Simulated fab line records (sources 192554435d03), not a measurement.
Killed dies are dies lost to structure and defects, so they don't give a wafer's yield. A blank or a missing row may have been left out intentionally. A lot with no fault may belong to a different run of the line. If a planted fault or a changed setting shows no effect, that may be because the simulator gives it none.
Split-lot study | flow n5Finfet | 39 wafers read from 7 lots, route of 1938 steps

ABOUT THE SPLIT
At N5_BEOL_M4_TRENCH_ETCH_37 (etches SiOC in C4F6/O2, target depth 55.555 nm, time 29.2 s), the setting targetDepthA was moved away from the recipe's 555.55 angstrom on 12 of the 39 wafers read, by -36.8% to +35.3%. For the rest of the wafers, this setting stayed at what the recipe calls for.

FROM THE SPLIT TO THE READING: what the file shows between them, 8 steps
- N5_BEOL_M4_ETCH_41: etches SiCN in CH3F/O2, target depth 29.9 nm, time 52.5 s
- N5_BEOL_M4_STRIP_97: strips in N2/H2, time 10 s
- N5_BEOL_M4_OCD_MEAS_38
- N5_BEOL_M4_HM_STRIP_39: strips TiN in peroxide tin strip, target depth 25 nm, time 158 s
- N5_BEOL_M4_SRD_40: time 30 s
- N5_BEOL_M4_ECD_50: material Cu, target thk 300 nm
- N5_BEOL_M4_ANNEAL_51: time 90 s
- N5_BEOL_M4_CMP_52: polishes, stops on SiOC, t overpolish 6.8 s, target thk 40 nm

THE READING
M4_THK, in nm, at N5_BEOL_M4_THK_MEAS_53 (measures by xrf). On this fab line, fault-free wafers typically give 40.6 nm with a standard deviation of 2.1 nm.

wafer  | tool, chamber at the split | targetDepthA as run, angstrom | against the recipe | M4_THK, nm | against lot-mates on the recipe
L079.1 | rieDiel-01, 2              | 351.1                         | -36.8%             | 20.5       | -23.2
L079.2 | rieDiel-01, 0              | 351.1                         | -36.8%             | 20.9       | -22.8
L079.3 | rieDiel-01, 1              | 555.55                        | recipe             | 43.3       | -
L079.4 | rieDiel-01, 3              | 351.1                         | -36.8%             | 19.3       | -24.4
L079.5 | rieDiel-01, 0              | 555.55                        | recipe             | 43.8       | -
L079.6 | rieDiel-01, 3              | 555.55                        | recipe             | 44.0       | -
L083.1 | rieDiel-04, 2              | 555.55                        | recipe             | 40.7       | -
L083.2 | rieDiel-04, 3              | 555.55                        | recipe             | 38.7       | -
L083.3 | rieDiel-04, 0              | 555.55                        | recipe             | 41.3       | -
L083.4 | rieDiel-04, 2              | 555.55                        | recipe             | 40.1       | -
L083.5 | rieDiel-04, 3              | 555.55                        | recipe             | 39.1       | -
L083.6 | rieDiel-04, 0              | 555.55                        | recipe             | 41.9       | -
L085.1 | rieDiel-04, 3              | 751.5                         | +35.3%             | 57.8       | +17.1
L085.2 | rieDiel-04, 2              | 555.55                        | recipe             | 42.2       | -
L085.3 | rieDiel-04, 1              | 555.55                        | recipe             | 38.0       | -
L085.4 | rieDiel-04, 0              | 555.55                        | recipe             | 41.9       | -
L085.5 | rieDiel-04, 2              | 751.5                         | +35.3%             | 61.9       | +21.2
L085.6 | rieDiel-04, 1              | 751.5                         | +35.3%             | 57.2       | +16.5
L089.1 | rieDiel-04, 0              | 555.55                        | recipe             | 43.5       | -
L089.2 | rieDiel-04, 3              | 555.55                        | recipe             | 38.9       | -
L089.3 | rieDiel-04, 1              | 555.55                        | recipe             | 39.3       | -
L089.4 | rieDiel-04, 2              | 555.55                        | recipe             | 41.8       | -
L089.5 | rieDiel-04, 1              | 555.55                        | recipe             | 39.1       | -
L089.6 | rieDiel-04, 0              | 555.55                        | recipe             | 41.1       | -
L095.1 | rieDiel-04, 1              | 555.55                        | recipe             | 39.5       | -
L095.2 | rieDiel-04, 2              | 406                           | -26.9%             | 25.3       | -14.4
L095.3 | rieDiel-04, 3              | 406                           | -26.9%             | 22.6       | -17.1
L095.4 | rieDiel-04, 1              | 406                           | -26.9%             | 23.5       | -16.2
L095.5 | rieDiel-04, 3              | 555.55                        | recipe             | 39.3       | -
L095.6 | rieDiel-04, 2              | 555.55                        | recipe             | 40.2       | -
L094.1 | rieDiel-06, 1              | 555.55                        | recipe             | 44.6       | -
L094.2 | rieDiel-06, 0              | 555.55                        | recipe             | 38.7       | -
L094.3 | rieDiel-06, 2              | 365.2                         | -34.3%             | 21.7       | -20.0
L094.4 | rieDiel-06, 3              | 365.2                         | -34.3%             | 20.0       | -21.7
L094.5 | rieDiel-06, 2              | 555.55                        | recipe             | 41.8       | -
L094.6 | rieDiel-06, 1              | 365.2                         | -34.3%             | 23.1       | -18.6
L096.1 | rieDiel-06, 3              | 555.55                        | recipe             | 38.0       | -
L096.5 | rieDiel-06, 3              | 555.55                        | recipe             | 40.3       | -
L096.6 | rieDiel-06, 0              | 555.55                        | recipe             | 38.2       | -

FIT RESULTS
A straight line over all 39 wafers: M4_THK changes by +0.554 nm for each +1% of targetDepthA; r = +0.98; the points scatter about the line by 1.9 nm.
The same after taking each lot's own level away (the mean of its wafers on the recipe; 39 wafers): +0.578 nm for each +1%; r = +0.99; scatter 1.7 nm.
The reading moves by 21 nm for the largest change in targetDepthA, on that fit.
The span of the lots' own levels, 38.83 to 43.70 nm, comes to 2.3 times the standard deviation stated above.
The two slopes are in agreement: the lot-to-lot level therefore moves the slope only a little.
Check: -21.5 nm against its lot-mates is what the line predicts for one of the wafers moved furthest among these (-36.8%) when that wafer is left out of the fit. It came out at -23.2 nm against them.

THESE WAFERS: OTHER SPLITS
These wafers also went through other splits before the reading. Each is held against what the fit with the lots' levels taken away leaves over:
other split on the same wafers   | wafers away from the commonest value | r with M4_THK (lot level and that fit taken away)
N5_BEOL_M2_ILD_DEP_00 targetThkA | 12                                   | +0.03

THE WHOLE CHAIN: every reading that the file lists as answering this split, in the file's order
step                      | what it does                                                  | reading                                                                         | change (the file's fit)                | r (the file's)
N5_BEOL_M4_TRENCH_ETCH_37 | etches SiOC in C4F6/O2, target depth 55.555 nm, time 29.2 s   | etch.depthNm (the simulator's own value, which no gauge read)                   | +0.549 nm for each +1% of the setting  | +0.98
N5_BEOL_M4_TRENCH_ETCH_37 | etches SiOC in C4F6/O2, target depth 55.555 nm, time 29.2 s   | BEOL_M4.featureDepthNm (the simulator's own value, which no gauge read)         | +0.55 nm for each +1% of the setting   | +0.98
N5_BEOL_M4_TRENCH_ETCH_37 | etches SiOC in C4F6/O2, target depth 55.555 nm, time 29.2 s   | TiN_of_BEOL_M4_HM_DEP_02.thkNm (the simulator's own value, which no gauge read) | -0.0232 nm for each +1% of the setting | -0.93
N5_BEOL_M4_OCD_MEAS_38    |                                                               | trenchDepthNm                                                                   | +0.548 nm for each +1% of the setting  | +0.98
N5_BEOL_M4_CMP_52         | polishes, stops on SiOC, t overpolish 6.8 s, target thk 40 nm | Cu_of_BEOL_M4_ECD_50.thkNm (the simulator's own value, which no gauge read)     | +0.573 nm for each +1% of the setting  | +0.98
N5_BEOL_M4_THK_MEAS_53    | measures by xrf                                               | M4_THK                                                                          | +0.583 for each +1% of the setting     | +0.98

FILE'S OWN FIT
M4_THK changes by +0.583 nm for each +1% of targetDepthA, r = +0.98.
